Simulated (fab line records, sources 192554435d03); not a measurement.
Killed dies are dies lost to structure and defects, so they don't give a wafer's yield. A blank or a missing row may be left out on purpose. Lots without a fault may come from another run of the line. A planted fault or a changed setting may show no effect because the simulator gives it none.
fab line records | flow n5_finfet
record lots=12 wafers=36 last_day=18
route steps=1938 shown BEOL_M10@1504 BEOL_M11@1536 PASSIVATION@1936
lots that met no fault: from a run of the same line without faults
start_h: hours from the record's first day to the start of the lot's first wafer shown | wait_h: hours since the lot's step before | " the same as in the row above | L1.1+2: a row that stands for several wafers | - no value, or no start given | * or withheld: withheld | < > ~ a bound
route shown NAME@n: a module of which the file shows steps, and the number in the route of the first | usual: mean/standard deviation of fault-free wafers | same: alike in all rows | chamber/n: place in a boat | sites: the reading at each site | _std_site: their standard deviation | _edge_site: outer sites' mean less inner sites' | radius_mm: how far each site lies from the wafer's centre | mask NAME#n: copy n | behind: the tool/chamber that last shaped the wafer | hold: why the lot was held/for how many hours/how that ended | device: the transistor (n, p or np) that didn't switch | end of line: the same wafers' tests at the end of the route | a step without rows: its recipe alone | killed: dies lost to structure and defects at the first sort, not the wafer's yield | map: a wafer's dies, x killed, . not, _ none there
set.NAME: the setting as run; set.NAME@STEP: as run at that earlier step | model.NAME: the simulator's own value behind a step, which no gauge read
steps of the route over a sample of lots; a table a step, a row a wafer
services: from which hour (start_h, from the record's first day; less than 0 if before it) a tool's chamber was out of use, for how many hours, and why
## steps
# step N5_BEOL_M10_INSPECT_30
# recipe mode=adi inspect_instrument=brightfield
# usual raw_defect_count=416/96
# columns lot.wafer tool chamber start_h wait_h raw_defect_count
L889.3 defect_inspect-02 - 227.95 0.0 415
L889.4 " - " " 388
L889.6 " - " " 319
L888.3 defect_inspect-01 - 233.54 0.0 464
L888.4 " - " " 371
L888.6 " - " " 373
L887.3 defect_inspect-02 - 235.80 0.0 417
L887.4 " - " " 326
L887.6 " - " " 372
L892.1 defect_inspect-02 - 247.88 0.0 518
L892.4 " - " " 404
L892.6 " - " " 450
L900.2 defect_inspect-02 - 300.35 0.0 378
L900.5 " - " " 381
L900.6 " - " " 383
L896.1 defect_inspect-01 - 302.22 0.0 503
L896.5 " - " " 365
L896.6 " - " " 389
L898.1 defect_inspect-01 - 302.39 0.0 418
L898.2 " - " " 673
L898.4 " - " " 399
L902.2 defect_inspect-01 - 302.43 0.0 288
L902.3 " - " " 288
L902.4 " - " " 334
L903.1 defect_inspect-01 - 318.29 0.0 511
L903.3 " - " " 550
L903.4 " - " " 383
L905.1 defect_inspect-02 - 337.47 0.0 196
L905.2 " - " " 321
L905.3 " - " " 261
L908.1 defect_inspect-02 - 344.55 0.0 373
L908.2 " - " " 517
L908.4 " - " " 308
L909.4 defect_inspect-01 - 370.90 0.0 473
L909.5 " - " " 420
L909.6 " - " " 369
# step N5_BEOL_M10_OCD_MEAS_38
# usual trench_depth_nm=146.9/1.8
# columns lot.wafer tool chamber start_h wait_h trench_depth_nm
L889.3 ocd-02 - 229.06 - 147.9
L889.4 " - " " 147.0
L889.6 " - " " 146.4
L888.3 ocd-01 - 234.07 - 146.4
L888.4 " - " " 145.3
L888.6 " - " " 145.7
L887.3 ocd-01 - 236.63 - 148.8
L887.4 " - " " 150.3
L887.6 " - " " 148.0
L892.1 ocd-02 - 248.40 - 150.4
L892.4 " - " " 146.5
L892.6 " - " " 147.5
L900.2 ocd-01 - 300.94 - 145.8
L900.5 " - " " 146.4
L900.6 " - " " 146.5
L896.1 ocd-01 - 302.89 - 147.7
L896.5 " - " " 146.3
L896.6 " - " " 146.9
L898.1 ocd-02 - 303.36 - 147.3
L898.2 " - " " 145.9
L898.4 " - " " 147.6
L902.2 ocd-01 - 303.37 - 144.5
L902.3 " - " " 145.7
L902.4 " - " " 147.1
L903.1 ocd-02 - 318.95 - 146.1
L903.3 " - " " 148.0
L903.4 " - " " 146.8
L905.1 ocd-01 - 338.00 - 147.0
L905.2 " - " " 146.9
L905.3 " - " " 148.3
L908.1 ocd-01 - 345.08 - 145.8
L908.2 " - " " 148.2
L908.4 " - " " 148.5
L909.4 ocd-02 - 371.43 - 149.8
L909.5 " - " " 149.6
L909.6 " - " " 152.4
# step N5_BEOL_M10_CD_MEAS_35
# recipe target_cd_nm=70 polarity=opening
# usual cd_nm=70.3/0.55
# columns lot.wafer tool chamber start_h wait_h cd_nm
L889.3 cd_sem-02 - 229.21 0.0 70.1
L889.4 " - " " 70.0
L889.6 " - " " 69.6
L888.3 cd_sem-02 - 234.22 0.0 70.0
L888.4 " - " " 71.0
L888.6 " - " " 70.5
L887.3 cd_sem-02 - 236.78 0.0 70.8
L887.4 " - " " 70.1
L887.6 " - " " 70.1
L892.1 cd_sem-03 - 248.56 0.0 69.4
L892.4 " - " " 70.2
L892.6 " - " " 69.7
L900.2 cd_sem-02 - 301.09 0.0 70.8
L900.5 " - " " 71.5
L900.6 " - " " 71.5
L896.1 cd_sem-03 - 303.05 0.0 70.4
L896.5 " - " " 70.2
L896.6 " - " " 69.7
L898.1 cd_sem-02 - 303.51 0.0 70.6
L898.2 " - " " 71.0
L898.4 " - " " 70.7
L902.2 cd_sem-03 - 303.53 0.0 70.3
L902.3 " - " " 69.8
L902.4 " - " " 70.1
L903.1 cd_sem-03 - 319.10 0.0 70.8
L903.3 " - " " 71.3
L903.4 " - " " 71.2
L905.1 cd_sem-02 - 338.15 0.0 70.4
L905.2 " - " " 70.1
L905.3 " - " " 69.5
L908.1 cd_sem-01 - 345.24 0.0 71.3
L908.2 " - " " 70.9
L908.4 " - " " 71.2
L909.4 cd_sem-01 - 371.58 0.0 69.4
L909.5 " - " " 70.2
L909.6 " - " " 69.5
# step N5_BEOL_M11_ILD_DEP_00
# recipe material=SiCOH_lowk target_thk_a=3085.1 temp_c=300 precursor=DEMS/porogen pressure_torr=5 rf_w=500 time_s=58
# usual heater_power_w=289/47 showerhead_plenum_p_Torr=5.745/0.02 susceptor_temp_C=300.02/0.19 throttle_valve_pct=13.8/0.69
# columns lot.wafer tool chamber start_h wait_h heater_power_w showerhead_plenum_p_Torr susceptor_temp_C throttle_valve_pct
L889.3 pecvd-03 2 232.49 0.0 262 5.735 300.15 13.6
L889.4 " 1 " " 234 5.719 300.10 14.5
L889.6 " 0 " " 301 5.743 300.39 13.8
L888.3 pecvd-03 0 236.62 0.0 261 5.759 300.12 13.6
L888.4 " 0 " " 277 5.758 299.88 13.7
L888.6 " 2 " " 237 5.746 300.02 13.3
L887.3 pecvd-03 2 239.30 0.0 214 5.738 300.03 13.4
L887.4 " 2 " " 221 5.745 300.11 13.4
L887.6 " 0 " " 313 5.754 299.77 13.7
L892.1 pecvd-04 0 252.39 0.0 308 5.738 300.31 13.9
L892.4 " 2 " " 263 5.739 299.79 12.8
L892.6 " 1 " " 282 5.771 299.77 13.8
L900.2 pecvd-01 2 304.73 0.0 371 5.748 300.20 12.7
L900.5 " 0 " " 343 5.706 300.15 13.5
L900.6 " 2 " " 372 5.752 299.91 12.9
L896.1 pecvd-04 1 305.65 0.0 280 5.770 300.03 13.8
L896.5 " 1 " " 291 5.790 299.90 13.7
L896.6 " 0 " " 312 5.746 296.28 13.8
L898.1 pecvd-04 0 306.19 0.0 257 5.732 296.21 13.5
L898.2 " 2 " " 234 5.737 300.03 12.3
L898.4 " 1 " " 233 5.770 300.25 14.0
L902.2 pecvd-01 2 306.21 0.0 375 5.754 300.02 13.0
L902.3 " 0 " " 299 5.724 300.04 13.8
L902.4 " 1 " " 277 5.789 299.89 14.9
L903.1 pecvd-01 2 323.85 0.0 389 5.738 300.08 13.2
L903.3 " 0 " " 353 5.732 300.13 13.7
L903.4 " 0 " " 273 5.719 300.15 13.9
L905.1 pecvd-01 2 340.71 0.0 326 5.747 299.80 13.4
L905.2 " 0 " " 297 5.727 300.24 14.1
L905.3 " 1 " " 266 5.757 299.99 14.6
L908.1 pecvd-01 0 349.27 0.0 337 5.717 300.23 13.9
L908.2 " 2 " " 361 5.745 299.94 13.0
L908.4 " 0 " " 346 5.728 299.87 13.9
L909.4 pecvd-01 0 374.08 0.1 314 5.732 300.51 13.8
L909.5 " 2 " " 391 5.753 300.18 12.8
L909.6 " 1 " " 229 5.765 299.64 14.9
# step N5_PASSIVATION_PROBE_49
# usual defect_limited_yield=91.7/1.5 killed_at_M0_to_M3=32/9.6 killed_at_M4_up=13/5.3 killed_at_contacts=12/6.8 killed_at_front_end=36/9.8 killed_at_other=4/3.1 killed_dies=98/17 killed_open=65/13 killed_short=32/8.5 sort_bin_5_function=4.9/0.93 sort_bin_6_memory=3.2/0.67 sort_bin_8_speed=0.00/0.02 sort_n_pass=1082/17 sort_yield_pct=91.7/1.4
# same gross_dies=1180 killed_at_back_side=0 sort_bin_4_leakage[%]=0
# columns lot.wafer tool chamber start_h wait_h defect_limited_yield[%] killed_at_M0_to_M3 killed_at_M4_up killed_at_contacts killed_at_front_end killed_at_other killed_dies killed_open killed_short sort_bin_5_function[%] sort_bin_6_memory[%] sort_bin_8_speed[%] sort_n_pass sort_yield_pct[%]
L887.3 prober-02 - 288.37 0.1 92.3 50 7 9 21 4 91 54 36 4.4 3.1 0 1089 92.3
L887.4 prober-02 - 288.42 0.2 91.9 39 8 10 35 4 96 64 32 4.6 3.2 0 1084 91.9
L887.6 prober-02 - 288.52 0.3 92.7 37 12 4 27 6 86 50 35 3.8 3.2 0 1094 92.7
# killed by level:class
L887.3 BEOL_M0_SAQP:geometric_particle:open=12 BEOL_M0_SAQP:geometric_particle:short=10 BEOL_M2:geometric_particle:open=9 MOL_CONTACT_COAG:geometric_particle:open=6 BEOL_M3:geometric_particle:open=6 BEOL_M0:geometric_particle:short=5 FIN_SAQP:geometric_particle:short=4 DUMMY_GATE:geometric_particle:open=3
L887.4 DUMMY_GATE:geometric_particle:open=13 MOL_CONTACT_COAG:geometric_particle:open=8 FIN_SAQP:geometric_particle:short=7 BEOL_M2:geometric_particle:open=7 BEOL_M3:geometric_particle:open=7 BEOL_M1:geometric_particle:short=6 BEOL_M1:geometric_particle:open=6 BEOL_M0_SAQP:geometric_particle:open=5
L887.6 BEOL_M0_SAQP:geometric_particle:short=14 BEOL_M0_SAQP:geometric_particle:open=11 FIN_SAQP:geometric_particle:short=4 BEOL_M2:geometric_particle:open=4 BEOL_M4:geometric_particle:open=4 FIN_SAQP:geometric_particle:open=3 STI_FIN_REVEAL:geometric_particle:open=3 DUMMY_GATE:geometric_particle:open=3
## services
# columns tool chamber start_h hours kind
pecvd-01 2 209.43 19.8 repair
pecvd-03 2 211.82 5.0 scheduled_down
pecvd-01 2 229.28 - clean
pecvd-01 2 229.28 - consumable_replace:showerhead
pecvd-01 2 229.28 29.0 scheduled_down
pecvd-01 2 229.28 29.0 vent_cycle
pecvd-01 - 229.78 28.1 pm
pecvd-01 0 265.44 4.3 repair
pecvd-03 0 271.09 16.5 scheduled_down
pecvd-01 1 314.86 5.5 scheduled_down
pecvd-04 - 314.96 6.0 pm
## key
first_sign step=N5_BEOL_M11_ILD_DEP_00 reading=susceptor_temp_C direction=down sigmas=20 usual=* struck=*
effect none on later readings
met_at N5_BEOL_M11_ILD_DEP_00
struck_lots L896,L898
struck_wafers L896.6,L898.1
not_acting_at N5_BEOL_M10_INSPECT_30,N5_BEOL_M10_OCD_MEAS_38,N5_BEOL_M10_CD_MEAS_35
onset_between 252.39 305.65
fault kind=process_parameter_drift tool=pecvd-04 chamber=0 onset_h=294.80 steps=N5_BEOL_M11_ILD_DEP_00 channel=temp_c offset=* shape=step end_h=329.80 acts_in=* stated=*
